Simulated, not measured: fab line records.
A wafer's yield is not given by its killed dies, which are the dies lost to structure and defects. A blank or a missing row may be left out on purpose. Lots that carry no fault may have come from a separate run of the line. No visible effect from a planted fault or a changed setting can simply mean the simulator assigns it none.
The tool behind it: which one?    flow nand-harc    Sampling: 13 lots, 39 wafers, 4 of 1159 route steps

WHAT THE GAUGES SHOWED, per wafer
NHARC_A_ONON_D1_THK_MEAS_21: measures by ellipsometry.
lot   measured      on             thk-nm (nm)
L945  day 7 20:08   film-metro-02  1003 1002 1001
L947  day 8 09:35   film-metro-02  1005 1005 1005
L946  day 8 09:34   film-metro-01  1004 1004 1003
L948  day 8 19:51   film-metro-02  997 997 997
L949  day 9 01:34   film-metro-02  1001 1000 1000
L952  day 9 16:02   film-metro-02  990 992 992
L954  day 10 07:41  film-metro-01  1053 1051 1053
L959  day 11 14:25  film-metro-02  987 989 987
L961  day 11 21:11  film-metro-01  1010 1013 1011
L960  day 11 21:12  film-metro-02  982 982 983
L963  day 12 08:34  film-metro-02  999 1001 1000
L965  day 13 00:46  film-metro-02  1009 1007 1008
L968  day 13 04:52  film-metro-01  1008 1010 1009

WHAT TOOL EACH LOT RAN ON (gives the tool, then ch and the chambers of the sampled wafers, and finally the start)
lot   NHARC_P_M2_DEP_33                NHARC_P_BONDPAD_ANNEAL_28         NHARC_A_ONON_D1_DEP_19
L945  pecvd-04 ch 0,2, day 6 07:24     rtp-anneal-02 ch 0, day 6 10:50   pecvd-onon-01 ch 0, day 7 19:38
L947  pecvd-04 ch 0,1, day 6 17:40     rtp-anneal-02 ch 0, day 6 21:17   pecvd-onon-01 ch 0, day 8 09:08
L946  pecvd-03 ch 0,1,2, day 6 18:08   rtp-anneal-01 ch 0, day 6 21:41   pecvd-onon-02 ch 0, day 8 09:04
L948  pecvd-03 ch 0,2, day 7 04:06     rtp-anneal-02 ch 0, day 7 07:32   pecvd-onon-01 ch 0, day 8 19:20
L949  pecvd-03 ch 0,1,2, day 7 11:27   rtp-anneal-01 ch 0, day 7 14:57   pecvd-onon-02 ch 0, day 9 01:13
L952  pecvd-04 ch 0,1, day 8 02:40     rtp-anneal-02 ch 0, day 8 06:12   pecvd-onon-03 ch 0, day 9 15:32
L954  pecvd-04 ch 0,2, day 8 13:48     rtp-anneal-02 ch 0, day 8 17:33   pecvd-onon-01 ch 0, day 10 07:17
L959  pecvd-03 ch 0,1, day 9 19:29     rtp-anneal-02 ch 0, day 9 23:05   pecvd-onon-02 ch 0, day 11 13:57
L961  pecvd-03 ch 0,1,2, day 10 06:55  rtp-anneal-02 ch 0, day 10 10:28  pecvd-onon-02 ch 0, day 11 20:41
L960  pecvd-04 ch 1,2, day 10 08:31    rtp-anneal-02 ch 0, day 10 12:10  pecvd-onon-03 ch 0, day 11 20:41
L963  pecvd-03 ch 0,2, day 10 16:35    rtp-anneal-01 ch 0, day 10 20:14  pecvd-onon-02 ch 0, day 12 08:07
L965  pecvd-04 ch 1,2, day 11 09:33    rtp-anneal-01 ch 0, day 11 13:29  pecvd-onon-03 ch 0, day 13 00:16
L968  pecvd-02 ch 0,2, day 11 14:59    rtp-anneal-01 ch 0, day 11 18:37  pecvd-onon-03 ch 0, day 13 04:28
- NHARC_P_M2_DEP_33: deposits SiCN, target thk 30 nm.
- NHARC_P_BONDPAD_ANNEAL_28: time 90 s.
- NHARC_A_ONON_D1_DEP_19: target thk 1000 nm.

AS READ BY THE TOOLS THEMSELVES (means over the sampled wafers that have a number; for cases with no such wafer, the mark the record gives instead)
NHARC_P_M2_DEP_33.
lot   tool      heater-power-w (W)  susceptor-temp-C (C)
L945  pecvd-04  495                 369.88
L947  pecvd-04  596                 370.09
L946  pecvd-03  621                 370.14
L948  pecvd-03  651                 369.93
L949  pecvd-03  647                 369.95
L952  pecvd-04  644                 369.83
L954  pecvd-04  522                 370.12
L959  pecvd-03  636                 370.21
L961  pecvd-03  689                 369.87
L960  pecvd-04  665                 369.93
L963  pecvd-03  610                 369.97
L965  pecvd-04  545                 369.97
L968  pecvd-02  563                 369.74

NHARC_P_BONDPAD_ANNEAL_28.
lot   tool           anneal-temp-c (C)  wafer_temp_C_max
L945  rtp-anneal-02  224.98             226.08
L947  rtp-anneal-02  224.88             225.68
L946  rtp-anneal-01  224.98             225.70
L948  rtp-anneal-02  225.10             225.84
L949  rtp-anneal-01  225.10             226.19
L952  rtp-anneal-02  225.17             225.89
L954  rtp-anneal-02  225.04             225.96
L959  rtp-anneal-02  224.92             225.84
L961  rtp-anneal-02  225.04             225.75
L960  rtp-anneal-02  225.01             225.67
L963  rtp-anneal-01  225.04             225.79
L965  rtp-anneal-01  224.99             225.85
L968  rtp-anneal-01  224.79             226.27

NHARC_A_ONON_D1_DEP_19.
lot   tool           n2o-flow-sccm (sccm)  susceptor-temp-C (C)
L945  pecvd-onon-01  1990                  400.10
L947  pecvd-onon-01  1995                  400.09
L946  pecvd-onon-02  1997                  399.87
L948  pecvd-onon-01  2001                  399.89
L949  pecvd-onon-02  1999                  399.99
L952  pecvd-onon-03  2004                  400.21
L954  pecvd-onon-01  2000                  400.10
L959  pecvd-onon-02  1998                  400.12
L961  pecvd-onon-02  1995                  399.69
L960  pecvd-onon-03  2004                  399.94
L963  pecvd-onon-02  1999                  400.00
L965  pecvd-onon-03  1997                  400.43
L968  pecvd-onon-03  2004                  400.25

THE ANSWER, worked out from the rows above alone
Rule: usual is defined by the lots themselves. Put in order of their means at a reading, lots are off if they are a third of the lots or fewer, leave a main group of 4 or more, and stand apart from it by a gap of 3 or more times the standard deviation of the main group's means; of several such gaps the widest counts. The tables above print the reading to a certain number of digits; a main group whose means all agree to those digits is not used. A lot without any number at a reading at which 4 lots or more have one is off too. Where the step has rows for the other lots, those lots are counted as sound. First the gauges in route order, then the tools' own readings, where a lot's mean is used as printed above. The first step at which some lot is off is used, and at that step the reading that is off furthest; a lot without a number counts as furthest.
Off: L954 (NHARC_A_ONON_D1_THK_MEAS_21, thk-nm). Mean 1000 nm and standard deviation 8.5 in the main group.
A tool fits if, at a process step before that reading, it ran every lot that is off, and no sound lot after the first of them. Gauges at NHARC_A_ONON_D1_THK_MEAS_21: tried the same way as those tools. One fits: pecvd-onon-01 at NHARC_A_ONON_D1_DEP_19. A fault onset in the window from L948 (day 8 19:20, its last sound lot) to L954 (day 10 07:17, its first lot off) fits.

WHAT THE SIMULATOR HAD PUT IN
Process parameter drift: pecvd-onon-01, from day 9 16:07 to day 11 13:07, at NHARC_A_ONON_D1_DEP_19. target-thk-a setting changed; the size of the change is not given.
Shown lots that were struck: L954. Same finding as the rule above.
